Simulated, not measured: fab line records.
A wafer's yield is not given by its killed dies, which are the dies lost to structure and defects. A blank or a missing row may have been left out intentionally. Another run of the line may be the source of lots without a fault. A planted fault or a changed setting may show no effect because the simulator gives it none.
Matching of chambers :: flow n5Finfet :: 4 sister chambers for N5_BEOL_M11_ETCH_62 on rieDiel-04
The step etches SOC in N2/H2, target depth 110 nm, overetch 22 nm, time 165 s. 18 wafers are shown with their chamber, then 9 later ones without.

## WAFERS WITH THEIR CHAMBER
wafer: L077.1
chamber: 3
showerheadPlenumPTorr (Torr): 2.64
throttleValvePct (%): 17.93
oesProductAu (a.u.): 0.59

wafer: L077.3
chamber: 2
showerheadPlenumPTorr (Torr): 2.63
throttleValvePct (%): 18.48
oesProductAu (a.u.): 0.57

wafer: L077.5
chamber: 0
showerheadPlenumPTorr (Torr): 2.49
throttleValvePct (%): 17.97
oesProductAu (a.u.): 0.77

wafer: L078.2
chamber: 2
showerheadPlenumPTorr (Torr): 2.63
throttleValvePct (%): 18.49
oesProductAu (a.u.): 0.57

wafer: L078.4
chamber: 1
showerheadPlenumPTorr (Torr): 2.55
throttleValvePct (%): 17.52
oesProductAu (a.u.): 0.64

wafer: L078.5
chamber: 1
showerheadPlenumPTorr (Torr): 2.55
throttleValvePct (%): 17.52
oesProductAu (a.u.): 0.65

wafer: L081.2
chamber: 0
showerheadPlenumPTorr (Torr): 2.49
throttleValvePct (%): 17.98
oesProductAu (a.u.): 0.76

wafer: L081.4
chamber: 1
showerheadPlenumPTorr (Torr): 2.54
throttleValvePct (%): 17.52
oesProductAu (a.u.): 0.64

wafer: L081.5
chamber: 1
showerheadPlenumPTorr (Torr): 2.54
throttleValvePct (%): 17.54
oesProductAu (a.u.): 0.64

wafer: L084.1
chamber: 0
showerheadPlenumPTorr (Torr): 2.49
throttleValvePct (%): 17.98
oesProductAu (a.u.): 0.75

wafer: L084.3
chamber: 1
showerheadPlenumPTorr (Torr): 2.54
throttleValvePct (%): 17.55
oesProductAu (a.u.): 0.64

wafer: L084.4
chamber: 0
showerheadPlenumPTorr (Torr): 2.49
throttleValvePct (%): 18.00
oesProductAu (a.u.): 0.75

wafer: L086.1
chamber: 3
showerheadPlenumPTorr (Torr): 2.63
throttleValvePct (%): 17.96
oesProductAu (a.u.): 0.58

wafer: L086.2
chamber: 2
showerheadPlenumPTorr (Torr): 2.63
throttleValvePct (%): 17.96
oesProductAu (a.u.): 0.80

wafer: L086.5
chamber: 3
showerheadPlenumPTorr (Torr): 2.63
throttleValvePct (%): 17.95
oesProductAu (a.u.): 0.58

wafer: L089.2
chamber: 1
showerheadPlenumPTorr (Torr): 2.54
throttleValvePct (%): 17.56
oesProductAu (a.u.): 0.64

wafer: L089.4
chamber: 3
showerheadPlenumPTorr (Torr): 2.63
throttleValvePct (%): 17.97
oesProductAu (a.u.): 0.58

wafer: L089.6
chamber: 0
showerheadPlenumPTorr (Torr): 2.48
throttleValvePct (%): 18.01
oesProductAu (a.u.): 0.74

SIGNATURES (averages over the wafers above)
reading: showerheadPlenumPTorr
chamber 0: 2.4880
chamber 1: 2.5433
chamber 2: 2.6300
chamber 3: 2.6325
scatter within a chamber: 0.00454

reading: throttleValvePct
chamber 0: 17.9880
chamber 1: 17.5350
chamber 2: 18.3100
chamber 3: 17.9525
scatter within a chamber: 0.116

reading: oesProductAu
chamber 0: 0.7540
chamber 1: 0.6417
chamber 2: 0.6467
chamber 3: 0.5825
scatter within a chamber: 0.0507
Rule: for a wafer and a chamber, the distance is found by dividing, reading by reading, the gap between the wafer's reading and the chamber's mean by the reading's scatter, squaring, summing and taking the root. The wafer belongs to the nearest chamber; if the next one is less than 2 further off, it can't be placed. How the scatter is found: for the shown wafers, subtract from each reading the mean of its chamber, square and add these, divide the total by (wafers less chambers), then take the root.

## WAFERS WHOSE CHAMBER IS MISSING
wafer: L092.2
showerheadPlenumPTorr (Torr): 2.53
throttleValvePct (%): 17.57
oesProductAu (a.u.): 0.63

wafer: L092.5
showerheadPlenumPTorr (Torr): 2.53
throttleValvePct (%): 17.58
oesProductAu (a.u.): 0.62

wafer: L092.6
showerheadPlenumPTorr (Torr): 2.48
throttleValvePct (%): 18.04
oesProductAu (a.u.): 0.73

wafer: L093.3
showerheadPlenumPTorr (Torr): 2.62
throttleValvePct (%): 17.98
oesProductAu (a.u.): 0.77

wafer: L093.4
showerheadPlenumPTorr (Torr): 2.48
throttleValvePct (%): 18.02
oesProductAu (a.u.): 0.72

wafer: L093.5
showerheadPlenumPTorr (Torr): 2.62
throttleValvePct (%): 18.00
oesProductAu (a.u.): 0.77

wafer: L094.4
showerheadPlenumPTorr (Torr): 2.53
throttleValvePct (%): 17.57
oesProductAu (a.u.): 0.63

wafer: L094.5
showerheadPlenumPTorr (Torr): 2.48
throttleValvePct (%): 18.03
oesProductAu (a.u.): 0.73

wafer: L094.6
showerheadPlenumPTorr (Torr): 2.62
throttleValvePct (%): 18.00
oesProductAu (a.u.): 0.76

## CHAMBER TAKEN BY EACH
wafer: L092.2
from the rows above: 1
in truth: 1

wafer: L092.5
from the rows above: 1
in truth: 1

wafer: L092.6
from the rows above: 0
in truth: 0

wafer: L093.3
from the rows above: can't be placed: 2 or 3
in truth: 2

wafer: L093.4
from the rows above: 0
in truth: 0

wafer: L093.5
from the rows above: can't be placed: 2 or 3
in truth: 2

wafer: L094.4
from the rows above: 1
in truth: 1

wafer: L094.5
from the rows above: 0
in truth: 0

wafer: L094.6
from the rows above: can't be placed: 2 or 3
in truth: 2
Correct placement for 6 of the 9. Can't be placed from these rows: 3 (the true chamber is among the candidates in 3). Wrongly placed: 0.
